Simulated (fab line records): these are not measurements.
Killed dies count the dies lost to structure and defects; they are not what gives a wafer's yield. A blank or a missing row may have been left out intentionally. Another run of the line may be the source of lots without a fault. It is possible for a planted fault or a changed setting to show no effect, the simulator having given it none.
fab line records | flow nand-harc
[record] lots = 6 | wafers = 18 | last-day = 33
route steps=1302 shown A_CONTACT@1090 END@1302
lots that met no fault: taken from a fault-free run of the same line
start-h: start of the lot's first displayed wafer, in hours after the record's first day | wait-h: hours since the lot's step before | " as in the row above | L1.1+2: one row covering several wafers at once | - no value, or no start was given | * or withheld: withheld | < > ~ a bound
route shown NAME@n: names a module that has steps shown in the file, with the first one's number in the route | usual: average and standard deviation across the fault-free wafers | same: alike in all rows | chamber/n: place in a boat | sites: readings site by site | _std_site: standard deviation across them | _edge_site: outer sites' mean less inner sites' | radius-mm: how far each site lies from the wafer's centre | mask NAME#n: copy n | behind: tool/chamber where the wafer was last shaped | hold: why the lot went on hold/how many hours it stayed there/how the hold came to an end | device: names the non-switching transistor (n, p or np) | end of line: the same wafers' tests at the end of the route | a step without rows: its recipe alone | killed: dies lost to structure and defects at the first sort, not the wafer's yield | map: dies across one wafer; x = killed, . = not, _ = none there
set.NAME: the setting that was run; set.NAME@STEP: the one run at that earlier step | model.NAME: the simulator's own value behind a step, which no gauge read
certain route steps with their lots: each step a table, each wafer a row
services: a tool's chamber out of use, with start hour (start-h, from the record's first day; less than 0 if before it), hours out, and reason
[[steps]]
[step NHARC_A_CONTACT_ETCH_138]
[recipe] source-w = withheld | pressure-mtorr = 20 | bias-v = 1200 | time-s = 311 | target-depth-a = 19140 | ar-flow-sccm = withheld | c4f8-flow-sccm = withheld | o2-flow-sccm = withheld | chemistry = C4F8/O2/Ar
[step NHARC_A_CONTACT_ETCH_139]
[recipe] source-w = withheld | pressure-mtorr = 20 | bias-v = 400 | time-s = 195 | target-depth-a = 8400 | ar-flow-sccm = withheld | c4f8-flow-sccm = 11.5 | o2-flow-sccm = 7.2 | chemistry = C4F8/O2/Ar
lot.wafer | tool            | chamber | start-h | wait-h | rf-hours-counter-h
L532.4    | har-cap-etch-02 | 1       | 523.82  | 0.2    | -
L532.6    | "               | 0       | "       | "      | -
L532.5    | "               | 1       | "       | "      | -
L530.3    | har-cap-etch-03 | 0       | 525.69  | 0.2    | -
L530.4    | "               | 1       | "       | "      | -
L530.6    | "               | 0       | "       | "      | -
L544.2    | har-cap-etch-02 | 1       | 656.41  | 0.2    | 119
L544.3    | "               | 0       | "       | "      | -
L544.6    | "               | 0       | "       | "      | -
L543.4    | har-cap-etch-02 | 0       | 662.33  | 0.2    | -
L543.5    | "               | 0       | "       | "      | -
L543.6    | "               | 1       | "       | "      | -
L551.2    | har-cap-etch-02 | 1       | 708.00  | 0.2    | 127
L551.5    | "               | 1       | "       | "      | -
L551.6    | "               | 0       | "       | "      | -
L552.2    | har-cap-etch-01 | 1       | 750.82  | 0.2    | 44
L552.3    | "               | 0       | "       | "      | -
L552.5    | "               | 0       | "       | "      | -
[step NHARC_A_CONTACT_ETCH_92]
[recipe] target-depth-a = 400 | over-etch-frac = 0.5 | time-s = 85.7 | ion-energy-ev = 120 | ch3f-flow-sccm = 50 | o2-flow-sccm = 30 | ar-flow-sccm = 200 | rf-w = 500 | bias-w = 100 | chemistry = CH3F/O2
[usual] drypump-motor-current-A = 5.9/0.5 | oes-product-au = 0.95/0.034 | rf-fwd-power-W = 496.6/2.3 | rf-vpp-V = 244.9/2 | showerhead-plenum-p-Torr = 2.50/0.13 | throttle-valve-pct = 20.665/0.0099
lot.wafer | tool        | chamber | start-h | wait-h | drypump-motor-current-A | oes-product-au | rf-fwd-power-W | rf-hours-counter-h | rf-vpp-V | showerhead-plenum-p-Torr | throttle-valve-pct
L532.4    | rie-diel-09 | 2       | 524.26  | 0.4    | 6.0                     | 0.93           | 490.9          | 4                  | 248.1    | 2.66                     | 20.672
L532.6    | "           | 1       | "       | "      | 6.3                     | 0.93           | 496.6          | -                  | 242.7    | 2.33                     | 20.659
L532.5    | "           | 2       | "       | "      | 6.0                     | 0.91           | 492.9          | -                  | 246.0    | 2.66                     | 20.657
L530.3    | rie-diel-09 | 1       | 526.16  | 0.4    | 6.3                     | 0.94           | 496.8          | 3                  | 242.6    | 2.33                     | 20.663
L530.4    | "           | 0       | "       | "      | 5.2                     | 0.93           | 496.9          | 3                  | 247.4    | 2.61                     | 20.646
L530.6    | "           | 2       | "       | "      | 6.0                     | 0.92           | 492.5          | -                  | 246.9    | 2.66                     | 20.667
L544.2    | rie-diel-08 | 0       | 656.97  | 0.5    | 4.8                     | 0.93           | 496.8          | 37                 | 246.6    | 2.62                     | 20.665
L544.3    | "           | 1       | "       | "      | 6.5                     | 0.93           | 494.2          | 33                 | 243.6    | 2.37                     | 20.659
L544.6    | "           | 0       | "       | "      | 4.8                     | 0.92           | 496.5          | -                  | 246.7    | 2.62                     | 20.669
L543.4    | rie-diel-09 | 0       | 662.84  | 0.5    | 5.1                     | 0.94           | 497.9          | 26                 | 245.7    | 2.60                     | 20.664
L543.6    | "           | 1       | "       | "      | 6.3                     | 0.94           | 499.7          | -                  | 241.3    | 2.32                     | 20.668
L543.5    | "           | 2       | "       | "      | 6.0                     | 0.93           | 492.7          | -                  | 247.1    | 2.65                     | 20.677
L551.2    | rie-diel-09 | 3       | 708.58  | 0.5    | 5.7                     | 0.90           | 496.0          | 3                  | 243.1    | 2.41                     | 20.660
L551.5    | "           | 1       | "       | "      | 6.3                     | 0.93           | 496.9          | -                  | 242.6    | 2.31                     | 20.657
L551.6    | "           | 2       | "       | "      | 6.0                     | 0.91           | 495.7          | -                  | 247.0    | 2.65                     | 20.652
L552.2    | rie-diel-08 | 1       | 751.35  | 0.5    | 6.5                     | 0.93           | 497.6          | 6                  | 242.3    | 2.36                     | 20.666
L552.3    | "           | 3       | "       | "      | 6.3                     | 0.92           | 501.7          | 4                  | 246.6    | 2.59                     | 20.659
L552.5    | "           | 1       | "       | "      | 6.5                     | 0.92           | 497.5          | -                  | 242.5    | 2.35                     | 20.671
[step NHARC_A_CONTACT_ETCH_98]
[recipe] target-depth-a = 200 | over-etch-frac = 0.5 | time-s = 10 | ion-energy-ev = 250 | c4f6-flow-sccm = 25 | o2-flow-sccm = 20 | ar-flow-sccm = 500 | rf-w = 600 | bias-w = 500 | chemistry = C4F6/O2
[usual] drypump-motor-current-A = 5.8/0.52 | oes-product-au = 0.964/0.026 | rf-fwd-power-W = 588/3.2 | rf-vpp-V = 548/3.8 | showerhead-plenum-p-Torr = 3.99/0.18 | throttle-valve-pct = 26.903/0.0088
lot.wafer | tool        | chamber | start-h | wait-h | drypump-motor-current-A | oes-product-au | rf-fwd-power-W | rf-hours-counter-h | rf-vpp-V | showerhead-plenum-p-Torr | throttle-valve-pct
L532.4    | rie-diel-09 | 1       | -       | -      | 6.3                     | 0.966          | 595            | 3                  | 543      | 3.72                     | 26.906
L532.5    | "           | 2       | "       | "      | 6.0                     | 0.967          | 585            | -                  | 553      | 4.22                     | 26.912
L532.6    | "           | 3       | "       | "      | 5.7                     | 0.953          | 588            | -                  | 546      | 3.87                     | 26.887
L530.3    | rie-diel-09 | 2       | -       | -      | 6.0                     | 0.953          | 586            | 4                  | 553      | 4.22                     | 26.900
L530.4    | "           | 3       | "       | "      | 5.7                     | 0.937          | 591            | 3                  | 547      | 3.87                     | 26.912
L530.6    | "           | 1       | "       | "      | 6.3                     | 0.958          | 593            | -                  | 542      | 3.72                     | 26.915
L544.2    | rie-diel-08 | 0       | -       | -      | 4.9                     | 0.950          | 592            | 37                 | 553      | 4.16                     | 26.914
L544.3    | "           | 2       | "       | "      | 5.5                     | 0.953          | 582            | 34                 | 547      | 3.91                     | 26.905
L544.6    | "           | 0       | "       | "      | 4.9                     | 0.957          | 592            | -                  | 552      | 4.16                     | 26.900
L543.4    | rie-diel-09 | 0       | -       | -      | 5.2                     | 0.954          | 588            | 26                 | 551      | 4.13                     | 26.902
L543.6    | "           | 2       | "       | "      | 6.0                     | 0.945          | 585            | -                  | 553      | 4.21                     | 26.903
L543.5    | "           | 3       | "       | "      | 5.7                     | 0.940          | 590            | -                  | 545      | 3.86                     | 26.898
L551.2    | rie-diel-09 | 2       | -       | -      | 6.0                     | 0.935          | 585            | 4                  | 553      | 4.21                     | 26.872
L551.6    | "           | 2       | "       | "      | 6.0                     | 0.945          | 589            | -                  | 554      | 4.20                     | 26.894
L551.5    | "           | 3       | "       | "      | 5.7                     | 0.920          | 590            | -                  | 547      | 3.86                     | 26.907
L552.2    | rie-diel-08 | 2       | -       | -      | 5.5                     | 0.950          | 584            | 6                  | 546      | 3.89                     | 26.905
L552.3    | "           | 0       | "       | "      | 4.9                     | 0.928          | 590            | 4                  | 551      | 4.15                     | 26.901
L552.5    | "           | 2       | "       | "      | 5.5                     | 0.957          | 585            | -                  | 547      | 3.89                     | 26.907
[step NHARC_A_CONTACT_CD_MEAS_15]
[usual] cd-nm = 190.0/0.65
lot.wafer | tool      | chamber | start-h | wait-h | cd-nm
L532.4    | cd-sem-03 | -       | 524.50  | -      | 190.5
L532.5    | "         | -       | "       | "      | 190.8
L532.6    | "         | -       | "       | "      | 190.0
L530.3    | cd-sem-01 | -       | 526.38  | -      | 189.8
L530.4    | "         | -       | "       | "      | 190.5
L530.6    | "         | -       | "       | "      | 190.4
L544.2    | cd-sem-03 | -       | 657.19  | -      | 189.5
L544.3    | "         | -       | "       | "      | 188.7
L544.6    | "         | -       | "       | "      | 189.3
L543.4    | cd-sem-03 | -       | 663.02  | -      | 190.2
L543.5    | "         | -       | "       | "      | 190.0
L543.6    | "         | -       | "       | "      | 189.7
L551.2    | cd-sem-02 | -       | 708.77  | -      | 189.6
L551.5    | "         | -       | "       | "      | 189.3
L551.6    | "         | -       | "       | "      | 189.1
L552.2    | cd-sem-01 | -       | 751.57  | -      | 190.3
L552.3    | "         | -       | "       | "      | 190.3
L552.5    | "         | -       | "       | "      | 189.8
[step NHARC_A_CONTACT_STRIP_107]
[recipe] n2-flow-sccm = 150 | h2-flow-sccm = 150 | ar-flow-sccm = 0 | bias-w = 0 | chemistry = N2/H2
[step NHARC_A_CONTACT_STRIP_108]
[recipe] cf4-flow-sccm = 100 | chf3-flow-sccm = 30 | ar-flow-sccm = 0 | bias-w = 0 | chemistry = CF4/CHF3
[step NHARC_A_CONTACT_STRIP_109]
[recipe] o2-flow-sccm = 400 | cos-flow-sccm = 20 | ar-flow-sccm = 0 | bias-w = 0 | chemistry = O2/COS
[step NHARC_A_CONTACT_ETCH_110]
[recipe] target-depth-a = 600 | overetch-a = 60 | time-s = 33 | ion-energy-ev = 100 | cf4-flow-sccm = 80 | o2-flow-sccm = 20 | ar-flow-sccm = 0 | rf-w = 300 | bias-w = 100 | chemistry = CF4/O2
[usual] drypump-motor-current-A = 5.9/0.5 | oes_f_703_au = 1.000/0.0047 | oes-product-au = 1.000/0.012 | rf-fwd-power-W = 295.9/1.9 | rf-vpp-V = 198.0/1.6 | showerhead-plenum-p-Torr = 1.35/0.067 | throttle-valve-pct = 13.397/0.0093
lot.wafer | tool        | chamber | start-h | wait-h | drypump-motor-current-A | oes_f_703_au | oes-product-au | rf-fwd-power-W | rf-hours-counter-h | rf-vpp-V | showerhead-plenum-p-Torr | throttle-valve-pct
L532.4    | rie-diel-11 | 1       | 524.94  | 0.2    | 6.2                     | 0.991        | 1.009          | 292.9          | 25                 | 197.6    | 1.29                     | 13.394
L532.5    | "           | 3       | "       | "      | 6.1                     | 0.999        | 1.005          | 292.4          | -                  | 196.9    | 1.34                     | 13.392
L532.6    | "           | 0       | "       | "      | 6.2                     | 0.996        | 0.991          | 295.4          | -                  | 195.7    | 1.24                     | 13.400
L530.4    | rie-diel-09 | 0       | 526.67  | 0.1    | 5.2                     | 0.996        | 1.017          | 297.1          | 3                  | 199.0    | 1.42                     | 13.394
L530.3    | "           | 2       | "       | "      | 6.0                     | 1.002        | 1.007          | 291.5          | 4                  | 199.6    | 1.45                     | 13.402
L530.6    | "           | 0       | "       | "      | 5.2                     | 0.994        | 1.008          | 297.7          | -                  | 198.7    | 1.42                     | 13.396
L544.3    | rie-diel-08 | 0       | 657.48  | 0.1    | 4.8                     | 1.009        | 1.002          | 297.6          | 37                 | 199.3    | 1.42                     | 13.398
L544.2    | "           | 3       | "       | "      | 6.3                     | 1.000        | 0.992          | 299.1          | 35                 | 199.3    | 1.41                     | 13.400
L544.6    | "           | 0       | "       | "      | 4.8                     | 0.999        | 1.003          | 297.3          | -                  | 199.8    | 1.42                     | 13.412
L543.4    | rie-diel-11 | 0       | 663.35  | 0.1    | 6.2                     | 0.999        | 0.997          | 296.9          | 14                 | 200.0    | 1.44                     | 13.382
L543.6    | "           | 2       | "       | "      | 6.6                     | 0.998        | 0.984          | 297.8          | -                  | 196.6    | 1.30                     | 13.409
L543.5    | "           | 3       | "       | "      | 6.1                     | 1.001        | 1.000          | 292.7          | -                  | 197.7    | 1.34                     | 13.403
L551.2    | rie-diel-09 | 3       | 709.07  | 0.1    | 5.7                     | 0.999        | 0.987          | 297.0          | 3                  | 197.3    | 1.31                     | 13.407
L551.6    | "           | 2       | "       | "      | 6.0                     | 0.995        | 0.990          | 292.7          | -                  | 200.9    | 1.44                     | 13.397
L551.5    | "           | 3       | "       | "      | 5.7                     | 0.999        | 0.975          | 297.2          | -                  | 198.5    | 1.31                     | 13.391
L552.2    | rie-diel-11 | 1       | 751.86  | 0.1    | 6.2                     | 1.000        | 1.009          | 294.4          | 41                 | 196.6    | 1.28                     | 13.405
L552.3    | "           | 3       | "       | "      | 6.1                     | 1.002        | 0.989          | 294.1          | 43                 | 198.8    | 1.33                     | 13.391
L552.5    | "           | 0       | "       | "      | 6.2                     | 1.007        | 0.999          | 297.1          | -                  | 202.1    | 1.44                     | 13.384
[step NHARC_A_CONTACT_STRIP_26]
[recipe] o2-flow-sccm = 500 | ar-flow-sccm = 0 | bias-w = 0 | chemistry = O2
[usual] drypump-motor-current-A = 6.0/0.51 | oes-product-au = 0.999/0.012 | rf-vpp-V = 57.9/0.93 | showerhead-plenum-p-Torr = 3.55/0.18 | throttle-valve-pct = 17.037/0.009
lot.wafer | tool        | chamber | start-h | wait-h | drypump-motor-current-A | oes-product-au | rf-hours-counter-h | rf-vpp-V | showerhead-plenum-p-Torr | throttle-valve-pct
L532.4    | rie-diel-11 | 2       | -       | -      | 6.6                     | 0.999          | 28                 | 59.6     | 3.46                     | 17.036
L532.6    | "           | 3       | "       | "      | 6.1                     | 1.001          | -                  | 59.9     | 3.55                     | 17.037
L532.5    | "           | 0       | "       | "      | 6.2                     | 0.995          | -                  | 58.8     | 3.30                     | 17.048
L530.3    | rie-diel-09 | 2       | -       | -      | 6.0                     | 1.004          | 4                  | 59.2     | 3.81                     | 17.048
L530.4    | "           | 3       | "       | "      | 5.7                     | 0.991          | 3                  | 56.8     | 3.48                     | 17.043
L530.6    | "           | 0       | "       | "      | 5.1                     | 1.021          | -                  | 58.9     | 3.73                     | 17.040
L544.2    | rie-diel-08 | 0       | -       | -      | 4.9                     | 1.001          | 37                 | 58.6     | 3.75                     | 17.040
L544.3    | "           | 1       | "       | "      | 6.5                     | 1.021          | 33                 | 58.1     | 3.40                     | 17.040
L544.6    | "           | 0       | "       | "      | 4.8                     | 0.997          | -                  | 58.9     | 3.75                     | 17.042
L543.4    | rie-diel-11 | 2       | -       | -      | 6.6                     | 0.995          | 19                 | 58.3     | 3.43                     | 17.026
L543.5    | "           | 3       | "       | "      | 6.1                     | 0.991          | -                  | 57.7     | 3.53                     | 17.042
L543.6    | "           | 0       | "       | "      | 6.2                     | 1.005          | -                  | 59.6     | 3.80                     | 17.028
L551.2    | rie-diel-09 | 0       | -       | -      | 5.2                     | 0.988          | 3                  | 58.6     | 3.72                     | 17.043
L551.6    | "           | 0       | "       | "      | 5.2                     | 1.003          | -                  | 59.1     | 3.72                     | 17.048
L551.5    | "           | 1       | "       | "      | 6.3                     | 1.007          | -                  | 57.1     | 3.33                     | 17.032
L552.2    | rie-diel-11 | 3       | -       | -      | 6.1                     | 0.986          | 43                 | 57.3     | 3.51                     | 17.034
L552.3    | "           | 1       | "       | "      | 6.2                     | 1.001          | 41                 | 58.5     | 3.39                     | 17.051
L552.5    | "           | 3       | "       | "      | 6.1                     | 0.976          | -                  | 57.8     | 3.51                     | 17.036
[step NHARC_A_CONTACT_STRIP_27]
[recipe] time-s = 600 | temp-c = 30 | chemistry = post-etch-residue-remover
[step NHARC_A_CONTACT_ALD_18]
[recipe] target-thk-a = 30 | pulse-time-s = 1 | ald-cycles = 150 | temp-c = 450 | material = TiN
[step NHARC_A_CONTACT_CVD_19]
[recipe] target-thk-a = 3000 | temp-c = 300 | pressure-torr = 40 | wf6-flow-sccm = 40 | h2-flow-sccm = 1600 | ar-flow-sccm = 1560 | time-s = 802 | material = W
[usual] heater-power-w = 447/43 | mfc-wf6-sccm = 39.99/0.11 | throttle-valve-pct = 8.21/0.19
lot.wafer | tool     | chamber | start-h | wait-h | heater-power-w | mfc-wf6-sccm | throttle-valve-pct
L532.4    | cvd-w-01 | 0       | 526.10  | -      | 454            | 39.97        | 8.53
L532.5    | "        | 0       | "       | "      | 452            | 40.10        | 8.47
L532.6    | "        | 1       | "       | "      | 422            | 40.13        | 8.51
L530.3    | cvd-w-01 | 1       | 527.76  | -      | 421            | 39.86        | 8.32
L530.4    | "        | 0       | "       | "      | 443            | 39.86        | 8.51
L530.6    | "        | 0       | "       | "      | 450            | 39.94        | 8.77
L544.2    | cvd-w-01 | 0       | 658.45  | -      | 480            | 40.01        | 8.44
L544.3    | "        | 0       | "       | "      | 473            | 39.96        | 8.36
L544.6    | "        | 0       | "       | "      | 465            | 40.00        | 8.29
L543.4    | cvd-w-01 | 0       | 667.44  | -      | 468            | 39.85        | 8.15
L543.6    | "        | 1       | "       | "      | 433            | 39.97        | 8.31
L543.5    | "        | 0       | "       | "      | 470            | 40.01        | 8.25
L551.2    | cvd-w-02 | 1       | 709.91  | -      | 491            | 39.94        | 8.09
L551.5    | "        | 1       | "       | "      | 485            | 40.19        | 8.04
L551.6    | "        | 0       | "       | "      | 380            | 40.19        | 8.30
L552.2    | cvd-w-01 | 1       | 752.83  | -      | 437            | 39.90        | 8.02
L552.3    | "        | 1       | "       | "      | 435            | 39.95        | 8.03
L552.5    | "        | 0       | "       | "      | 487            | 39.82        | 8.25
[step NHARC_A_CONTACT_CMP_20]
[recipe] t-overpolish-s = 30 | target-thk-nm = 300
[usual] motor-current-A = 12.1/1.5 | overpolish-run-s = 30.001/0.009 | time-to-endpoint-s = 59.4/3
lot.wafer | tool   | chamber | start-h | wait-h | motor-current-A | overpolish-run-s | time-to-endpoint-s
L532.4    | cmp-03 | 1       | 526.78  | 0.6    | 11.0            | 30.016           | 61.3
L532.5    | "      | 3       | "       | "      | 15.1            | 30.007           | 57.6
L532.6    | "      | 0       | "       | "      | 13.2            | 29.997           | 58.3
L530.3    | cmp-03 | 1       | 528.43  | 0.5    | 10.9            | 30.004           | 61.9
L530.4    | "      | 2       | "       | "      | 11.4            | 29.999           | 59.6
L530.6    | "      | 0       | "       | "      | 13.4            | 29.989           | 62.1
L544.2    | cmp-04 | 2       | 659.21  | 0.6    | 12.3            | 30.009           | 29.9
L544.3    | "      | 1       | "       | "      | 13.2            | 29.989           | 29.0
L544.6    | "      | 2       | "       | "      | 12.9            | 30.005           | 30.2
L543.4    | cmp-03 | 2       | 668.03  | 0.5    | 11.8            | 30.000           | 32.1
L543.5    | "      | 3       | "       | "      | 15.6            | 30.011           | 30.9
L543.6    | "      | 0       | "       | "      | 12.7            | 29.997           | 56.1
L551.2    | cmp-03 | 3       | 710.83  | 0.8    | 15.7            | 29.988           | 59.3
L551.6    | "      | 2       | "       | "      | 12.5            | 29.986           | 62.3
L551.5    | "      | 3       | "       | "      | 14.9            | 30.012           | 57.8
L552.2    | cmp-04 | 1       | 753.62  | 0.7    | 13.2            | 30.003           | 58.2
L552.3    | "      | 3       | "       | "      | 10.5            | 30.020           | 62.2
L552.5    | "      | 1       | "       | "      | 12.6            | 29.991           | 57.4
[step NHARC_END_SORT_01]
[recipe] temp-c = 25
[usual] killed-at-array = 55/17 | killed-at-other = 1.1/1.6 | killed-at-periphery = 3.8/2.5 | killed-dies = 60/18 | killed-open = 3.3/1.9 | killed-short = 2.5/1.7
[same] gross-dies = 677
lot.wafer | tool      | chamber | start-h | wait-h | killed-at-array | killed-at-other | killed-at-periphery | killed-dies | killed-open | killed-short
L544.2    | prober-01 | 0       | 704.35  | 2.8    | 47              | 3               | 8                   | 58          | 1           | 7
L544.3    | prober-01 | 0       | 705.13  | 3.1    | 40              | 0               | 3                   | 43          | 4           | 2
L544.6    | prober-01 | 0       | 707.48  | 3.9    | 36              | 1               | 1                   | 38          | 4           | 1
L543.4    | prober-02 | 0       | 717.94  | 3.4    | 59              | 0               | 4                   | 63          | 1           | 3
L543.5    | prober-02 | 0       | 718.74  | 3.7    | 60              | 0               | 5                   | 65          | 6           | 2
L543.6    | prober-02 | 0       | 719.54  | 4.0    | 73              | 0               | 7                   | 80          | 3           | 3
L551.2    | prober-01 | 0       | 765.25  | 2.8    | 57              | 5               | 2                   | 64          | 4           | 0
L551.5    | prober-01 | 0       | 767.67  | 3.7    | 51              | 4               | 3                   | 58          | 5           | 4
L551.6    | prober-01 | 0       | 768.48  | 4.0    | 45              | 11              | 5                   | 61          | 8           | 2
// killed by level:class
L544.2 A_SLIT:chamber-film-flake=18 A_CHANNEL_HOLE_D1:chamber-film-flake=11 P_M2:chamber-film-flake=3 A_WL_FILL:chamber-film-flake=3 THIN_TSV:chamber-film-flake=3 A_WL_FILL:geometric-particle:short=2 P_GATE:chamber-film-flake=2 A_CHANNEL_FILL_D1:chamber-film-flake=2
L544.3 A_SLIT:chamber-film-flake=19 A_CONTACT:chamber-film-flake=6 A_CHANNEL_FILL_D2:chamber-film-flake=5 P_M2:chamber-film-flake=2 P_M1:geometric-particle:open=1 A_ONON_D2:geometric-particle:open=1 A_CHANNEL_FILL_D2:geometric-particle:short=1 A_CHANNEL_FILL_D2:geometric-particle:open=1
L544.6 A_SLIT:chamber-film-flake=14 A_CHANNEL_HOLE_D1:chamber-film-flake=7 A_CHANNEL_FILL_D2:chamber-film-flake=4 A_CHANNEL_FILL_D2:geometric-particle:open=2 A_STAIRCASE:chamber-film-flake=2 A_CONTACT:chamber-film-flake=2 A_ONON_D1:geometric-particle:open=1 A_DECK1_JOINT:geometric-particle:short=1
L543.4 A_CHANNEL_HOLE_D1:chamber-film-flake=35 A_CHANNEL_HOLE_D2:chamber-film-flake=11 A_STAIRCASE:chamber-film-flake=3 A_CONTACT:chamber-film-flake=3 P_GATE:chamber-film-flake=2 A_SGD_CUT:geometric-particle:short=2 P_STI:chamber-film-flake=2 A_DECK1_JOINT:chamber-film-flake=2
L543.5 A_CHANNEL_HOLE_D1:chamber-film-flake=28 A_CHANNEL_HOLE_D2:chamber-film-flake=14 A_SLIT:chamber-film-flake=6 P_M2:chamber-film-flake=3 A_CONTACT:chamber-film-flake=3 A_BLC:geometric-particle:open=2 A_STAIRCASE:chamber-film-flake=2 P_CONTACT:geometric-particle:open=1
L543.6 A_CHANNEL_HOLE_D1:chamber-film-flake=31 A_CHANNEL_HOLE_D2:chamber-film-flake=22 A_CONTACT:chamber-film-flake=7 P_M2:chamber-film-flake=5 A_DECK1_JOINT:chamber-film-flake=3 A_SLIT:chamber-film-flake=3 A_ONON_D1:geometric-particle:open=2 P_GATE:geometric-particle:short=1
L551.2 A_CHANNEL_HOLE_D2:chamber-film-flake=26 A_CONTACT:chamber-film-flake=13 A_CHANNEL_HOLE_D1:chamber-film-flake=10 A_SLIT:chamber-film-flake=5 THIN_TSV:chamber-film-flake=5 A_WL_FILL:geometric-particle:open=3 P_GATE:geometric-particle:open=1 P_M0:chamber-film-flake=1
L551.5 A_CHANNEL_HOLE_D2:chamber-film-flake=23 A_CHANNEL_HOLE_D1:chamber-film-flake=9 A_CONTACT:chamber-film-flake=9 A_SLIT:chamber-film-flake=4 THIN_TSV:chamber-film-flake=4 P_GATE:geometric-particle:open=1 P_CONTACT:geometric-particle:open=1 P_M0:geometric-particle:open=1
L551.6 A_CHANNEL_HOLE_D1:chamber-film-flake=13 A_CHANNEL_HOLE_D2:chamber-film-flake=12 THIN_TSV:chamber-film-flake=11 A_SLIT:chamber-film-flake=7 A_CONTACT:chamber-film-flake=6 P_M1:geometric-particle:open=2 A_BLC:geometric-particle:open=2 P_M0:geometric-particle:short=1
[[services]]
tool            | chamber | start-h | hours | kind
cmp-04          | -       | 503.06  | 4.0   | pm
cmp-04          | -       | 514.29  | 1.1   | repair
cmp-04          | -       | 520.76  | 16.2  | repair
cmp-03          | -       | 531.00  | 1.0   | repair
rie-diel-09     | 1       | 539.40  | 16.1  | repair
rie-diel-08     | -       | 544.93  | 9.0   | pm
cmp-04          | -       | 546.15  | 0.9   | repair
cvd-w-01        | -       | 547.00  | 13.0  | pm
cmp-03          | -       | 554.33  | 4.0   | pm
rie-diel-08     | 1       | 558.67  | 8.7   | repair
cmp-03          | -       | 569.78  | 1.8   | repair
rie-diel-08     | -       | 586.61  | 0.7   | repair
rie-diel-11     | 1       | 592.30  | 20.3  | repair
har-cap-etch-02 | -       | 596.77  | 0.3   | repair
rie-diel-11     | -       | 612.99  | 9.0   | pm
rie-diel-09     | -       | 620.17  | 1.2   | repair
cmp-03          | -       | 652.33  | 4.0   | pm
rie-diel-09     | -       | 674.14  | 9.0   | pm
rie-diel-08     | 3       | 700.99  | 14.5  | repair
rie-diel-11     | 2       | 702.89  | 3.4   | repair
rie-diel-08     | -       | 723.74  | 9.0   | pm
rie-diel-09     | 3       | 725.36  | 9.6   | repair
cvd-w-01        | -       | 728.00  | 13.0  | pm
cmp-03          | -       | 750.33  | 4.0   | pm
[[key]]
[first-sign] step = NHARC_A_CONTACT_CMP_20 | reading = time-to-endpoint-s | direction = down | sigmas = 9.7 | usual = * | struck = *
effect none on later readings
met-at NHARC_A_CONTACT_CVD_19
struck-wafers L543.4,L543.5,L544.2,L544.3,L544.6
tester-left-out L543,L544
onset-between 527.76 658.45
[fault] kind = process-parameter-drift | tool = cvd-w-01 | chamber = 0 | onset-h = 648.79 | steps = NHARC_A_CONTACT_CVD_19 | channel = target-thk-a | offset = * | shape = step | end-h = 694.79 | acts-in = * | stated = *
// tester-left-out: of these lots the tester's yield and bins aren't shown, on N5 and GAA mostly nor the transistor test; their killed dies are dies lost to structure and defects alone, not to doping, threshold or leakage, so they don't give the yield
